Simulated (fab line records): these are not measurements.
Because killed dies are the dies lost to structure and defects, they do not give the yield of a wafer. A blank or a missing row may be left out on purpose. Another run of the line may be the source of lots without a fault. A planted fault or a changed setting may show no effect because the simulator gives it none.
Split-lot trial || flow n5 finfet || 7 lots, 39 wafers read, on a route of 1938 steps

== THE SPLIT ==
At N5_BEOL_M2_HM_DEP_02 (deposits TiN, target thk 20 nm), the setting target thk a was moved away from the recipe's 200 angstrom on 15 of the 39 wafers read, by -57.9% to +50.3%. The other wafers ran this setting at the recipe's value.

== FROM THE SPLIT TO THE READING: what the file shows between them, 4 steps ==
- N5_BEOL_M2_COAT_61: time 60 s, resist thk 60 nm
- N5_BEOL_M2_COAT_62: time 60 s, resist thk 12 nm
- N5_BEOL_M2_STRIP_75: strips in N2/H2
- N5_BEOL_M2_STRIP_66: strips in CF4

== THE READING ==
etch.depth nm (the simulator's own value, which no gauge read), in nm, at N5_BEOL_M2_HM_OPEN_17 (chemistry Cl2/BCl3, target TiN, target depth 20 nm, overetch 6 nm). The file does not state a usual value for it. Average 20.009 nm, standard deviation 0.21 nm, over the 24 wafers here run with the recipe.

{"wafer": "L074.1", "tool, chamber at the split": "pvd sputter-03, -", "target thk a as run, angstrom": 151.5, "against the recipe": "-24.3%", "etch.depth nm, nm": 15.24, "against lot-mates on the recipe": -4.867}
{"wafer": "L074.2", "tool, chamber at the split": "pvd sputter-03, -", "target thk a as run, angstrom": 151.5, "against the recipe": "-24.3%", "etch.depth nm, nm": 15.13, "against lot-mates on the recipe": -4.977}
{"wafer": "L074.3", "tool, chamber at the split": "pvd sputter-03, -", "target thk a as run, angstrom": 200, "against the recipe": "recipe", "etch.depth nm, nm": 20.34, "against lot-mates on the recipe": "-"}
{"wafer": "L074.4", "tool, chamber at the split": "pvd sputter-03, -", "target thk a as run, angstrom": 151.5, "against the recipe": "-24.3%", "etch.depth nm, nm": 15.2, "against lot-mates on the recipe": -4.907}
{"wafer": "L074.5", "tool, chamber at the split": "pvd sputter-03, -", "target thk a as run, angstrom": 200, "against the recipe": "recipe", "etch.depth nm, nm": 20.1, "against lot-mates on the recipe": "-"}
{"wafer": "L074.6", "tool, chamber at the split": "pvd sputter-03, -", "target thk a as run, angstrom": 200, "against the recipe": "recipe", "etch.depth nm, nm": 19.88, "against lot-mates on the recipe": "-"}
{"wafer": "L078.1", "tool, chamber at the split": "pvd sputter-03, -", "target thk a as run, angstrom": 255.4, "against the recipe": "+27.7%", "etch.depth nm, nm": 25.18, "against lot-mates on the recipe": "+5.273"}
{"wafer": "L078.2", "tool, chamber at the split": "pvd sputter-03, -", "target thk a as run, angstrom": 200, "against the recipe": "recipe", "etch.depth nm, nm": 19.85, "against lot-mates on the recipe": "-"}
{"wafer": "L078.3", "tool, chamber at the split": "pvd sputter-03, -", "target thk a as run, angstrom": 200, "against the recipe": "recipe", "etch.depth nm, nm": 19.9, "against lot-mates on the recipe": "-"}
{"wafer": "L078.4", "tool, chamber at the split": "pvd sputter-03, -", "target thk a as run, angstrom": 255.4, "against the recipe": "+27.7%", "etch.depth nm, nm": 25.58, "against lot-mates on the recipe": "+5.673"}
{"wafer": "L078.5", "tool, chamber at the split": "pvd sputter-03, -", "target thk a as run, angstrom": 255.4, "against the recipe": "+27.7%", "etch.depth nm, nm": 25.04, "against lot-mates on the recipe": "+5.133"}
{"wafer": "L078.6", "tool, chamber at the split": "pvd sputter-03, -", "target thk a as run, angstrom": 200, "against the recipe": "recipe", "etch.depth nm, nm": 19.97, "against lot-mates on the recipe": "-"}
{"wafer": "L079.1", "tool, chamber at the split": "pvd sputter-01, -", "target thk a as run, angstrom": 290.5, "against the recipe": "+45.2%", "etch.depth nm, nm": 25.72, "against lot-mates on the recipe": "+5.477"}
{"wafer": "L079.2", "tool, chamber at the split": "pvd sputter-01, -", "target thk a as run, angstrom": 200, "against the recipe": "recipe", "etch.depth nm, nm": 20.19, "against lot-mates on the recipe": "-"}
{"wafer": "L079.3", "tool, chamber at the split": "pvd sputter-01, -", "target thk a as run, angstrom": 200, "against the recipe": "recipe", "etch.depth nm, nm": 20.14, "against lot-mates on the recipe": "-"}
{"wafer": "L079.4", "tool, chamber at the split": "pvd sputter-01, -", "target thk a as run, angstrom": 290.5, "against the recipe": "+45.2%", "etch.depth nm, nm": 26.17, "against lot-mates on the recipe": "+5.927"}
{"wafer": "L079.5", "tool, chamber at the split": "pvd sputter-01, -", "target thk a as run, angstrom": 200, "against the recipe": "recipe", "etch.depth nm, nm": 20.4, "against lot-mates on the recipe": "-"}
{"wafer": "L079.6", "tool, chamber at the split": "pvd sputter-01, -", "target thk a as run, angstrom": 290.5, "against the recipe": "+45.2%", "etch.depth nm, nm": 26.07, "against lot-mates on the recipe": "+5.827"}
{"wafer": "L082.2", "tool, chamber at the split": "pvd sputter-03, -", "target thk a as run, angstrom": 200, "against the recipe": "recipe", "etch.depth nm, nm": 20.35, "against lot-mates on the recipe": "-"}
{"wafer": "L082.3", "tool, chamber at the split": "pvd sputter-03, -", "target thk a as run, angstrom": 200, "against the recipe": "recipe", "etch.depth nm, nm": 20.22, "against lot-mates on the recipe": "-"}
{"wafer": "L082.6", "tool, chamber at the split": "pvd sputter-03, -", "target thk a as run, angstrom": 200, "against the recipe": "recipe", "etch.depth nm, nm": 19.86, "against lot-mates on the recipe": "-"}
{"wafer": "L085.1", "tool, chamber at the split": "pvd sputter-01, -", "target thk a as run, angstrom": 200, "against the recipe": "recipe", "etch.depth nm, nm": 19.74, "against lot-mates on the recipe": "-"}
{"wafer": "L085.2", "tool, chamber at the split": "pvd sputter-01, -", "target thk a as run, angstrom": 200, "against the recipe": "recipe", "etch.depth nm, nm": 19.87, "against lot-mates on the recipe": "-"}
{"wafer": "L085.3", "tool, chamber at the split": "pvd sputter-01, -", "target thk a as run, angstrom": 200, "against the recipe": "recipe", "etch.depth nm, nm": 19.76, "against lot-mates on the recipe": "-"}
{"wafer": "L085.6", "tool, chamber at the split": "pvd sputter-01, -", "target thk a as run, angstrom": 200, "against the recipe": "recipe", "etch.depth nm, nm": 19.76, "against lot-mates on the recipe": "-"}
{"wafer": "L085.4", "tool, chamber at the split": "pvd sputter-01, -", "target thk a as run, angstrom": 200, "against the recipe": "recipe", "etch.depth nm, nm": 19.93, "against lot-mates on the recipe": "-"}
{"wafer": "L085.5", "tool, chamber at the split": "pvd sputter-01, -", "target thk a as run, angstrom": 200, "against the recipe": "recipe", "etch.depth nm, nm": 20, "against lot-mates on the recipe": "-"}
{"wafer": "L089.1", "tool, chamber at the split": "pvd sputter-01, -", "target thk a as run, angstrom": 200, "against the recipe": "recipe", "etch.depth nm, nm": 19.97, "against lot-mates on the recipe": "-"}
{"wafer": "L089.2", "tool, chamber at the split": "pvd sputter-01, -", "target thk a as run, angstrom": 84.13, "against the recipe": "-57.9%", "etch.depth nm, nm": 8.429, "against lot-mates on the recipe": -11.398}
{"wafer": "L089.3", "tool, chamber at the split": "pvd sputter-01, -", "target thk a as run, angstrom": 84.13, "against the recipe": "-57.9%", "etch.depth nm, nm": 8.275, "against lot-mates on the recipe": -11.552}
{"wafer": "L089.4", "tool, chamber at the split": "pvd sputter-01, -", "target thk a as run, angstrom": 200, "against the recipe": "recipe", "etch.depth nm, nm": 19.68, "against lot-mates on the recipe": "-"}
{"wafer": "L089.5", "tool, chamber at the split": "pvd sputter-01, -", "target thk a as run, angstrom": 84.13, "against the recipe": "-57.9%", "etch.depth nm, nm": 8.42, "against lot-mates on the recipe": -11.407}
{"wafer": "L089.6", "tool, chamber at the split": "pvd sputter-01, -", "target thk a as run, angstrom": 200, "against the recipe": "recipe", "etch.depth nm, nm": 19.83, "against lot-mates on the recipe": "-"}
{"wafer": "L090.1", "tool, chamber at the split": "pvd sputter-02, -", "target thk a as run, angstrom": 200, "against the recipe": "recipe", "etch.depth nm, nm": 20.05, "against lot-mates on the recipe": "-"}
{"wafer": "L090.2", "tool, chamber at the split": "pvd sputter-02, -", "target thk a as run, angstrom": 300.6, "against the recipe": "+50.3%", "etch.depth nm, nm": 26.08, "against lot-mates on the recipe": "+5.923"}
{"wafer": "L090.3", "tool, chamber at the split": "pvd sputter-02, -", "target thk a as run, angstrom": 300.6, "against the recipe": "+50.3%", "etch.depth nm, nm": 25.8, "against lot-mates on the recipe": "+5.643"}
{"wafer": "L090.4", "tool, chamber at the split": "pvd sputter-02, -", "target thk a as run, angstrom": 300.6, "against the recipe": "+50.3%", "etch.depth nm, nm": 25.28, "against lot-mates on the recipe": "+5.123"}
{"wafer": "L090.5", "tool, chamber at the split": "pvd sputter-02, -", "target thk a as run, angstrom": 200, "against the recipe": "recipe", "etch.depth nm, nm": 20.08, "against lot-mates on the recipe": "-"}
{"wafer": "L090.6", "tool, chamber at the split": "pvd sputter-02, -", "target thk a as run, angstrom": 200, "against the recipe": "recipe", "etch.depth nm, nm": 20.34, "against lot-mates on the recipe": "-"}

THE FIT
A straight line over all 39 wafers: etch.depth nm changes by +0.163 nm for each +1% of target thk a; r = +0.98; the points scatter about the line by 0.98 nm.
The same after taking each lot's own level away (the mean of its wafers on the recipe; 39 wafers): +0.16 nm for each +1%; r = +0.97; scatter 1 nm.
That fit puts the effect of the largest move of target thk a on the reading at 9.3 nm.
Across the lots, their own levels run from 19.8267 to 20.2433 nm, a range of 2.0 times the standard deviation given above.
The two slopes are in agreement: the lot-to-lot level therefore moves the slope only a little.
Check: for one of the wafers moved furthest among these (-57.9%), held out of the fit, the line's prediction against its lot-mates is -9.47 nm. Against them it came out at -11.4 nm.

== OTHER SPLITS ON THESE WAFERS ==
Before the reading, these wafers also passed through other splits. Each is held against what the fit with the lots' levels taken away leaves over:
{"other split on the same wafers": "N5_FIN_SAQP_ETCH_65 time s", "wafers away from the commonest value": 15, "r with etch.depth nm (lot level and that fit taken away)": "+0.43"}
{"other split on the same wafers": "N5_SD_EPI_N_ETCH_45 target depth a", "wafers away from the commonest value": 12, "r with etch.depth nm (lot level and that fit taken away)": "+0.15"}
{"other split on the same wafers": "N5_HKMG_FIN_ETCH_55 time s", "wafers away from the commonest value": 15, "r with etch.depth nm (lot level and that fit taken away)": "+0.26"}
{"other split on the same wafers": "N5_MOL_CONTACT_COAG_ETCHBACK_135 target depth a", "wafers away from the commonest value": 12, "r with etch.depth nm (lot level and that fit taken away)": -0.09}
{"other split on the same wafers": "N5_BEOL_M0_ALD_136 ald cycles", "wafers away from the commonest value": 15, "r with etch.depth nm (lot level and that fit taken away)": "+0.00"}

== THE WHOLE CHAIN: every reading that the file lists as answering this split, in the file's order ==
{"step": "N5_BEOL_M2_HM_DEP_02", "what it does": "deposits TiN, target thk 20 nm", "reading": "TiN_of_BEOL_M2_HM_DEP_02.thk nm (the simulator's own value, which no gauge read)", "change (the file's fit)": "+0.198 nm for each +1% of the setting", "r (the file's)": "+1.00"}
{"step": "N5_BEOL_M2_HM_OPEN_17", "what it does": "chemistry Cl2/BCl3, target TiN, target depth 20 nm, overetch 6 nm", "reading": "etch.depth nm (the simulator's own value, which no gauge read)", "change (the file's fit)": "+0.158 nm for each +1% of the setting", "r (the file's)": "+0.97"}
{"step": "N5_BEOL_M2_OCD_MEAS_38", "what it does": "", "reading": "trench depth nm", "change (the file's fit)": "not straight: 55.8 at the lowest setting, 55.4 at the recipe, 3.0 at the highest", "r (the file's)": "not given"}

== THE FILE'S OWN FIT ==
etch.depth nm changes by +0.158 nm for each +1% of target thk a, r = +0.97.
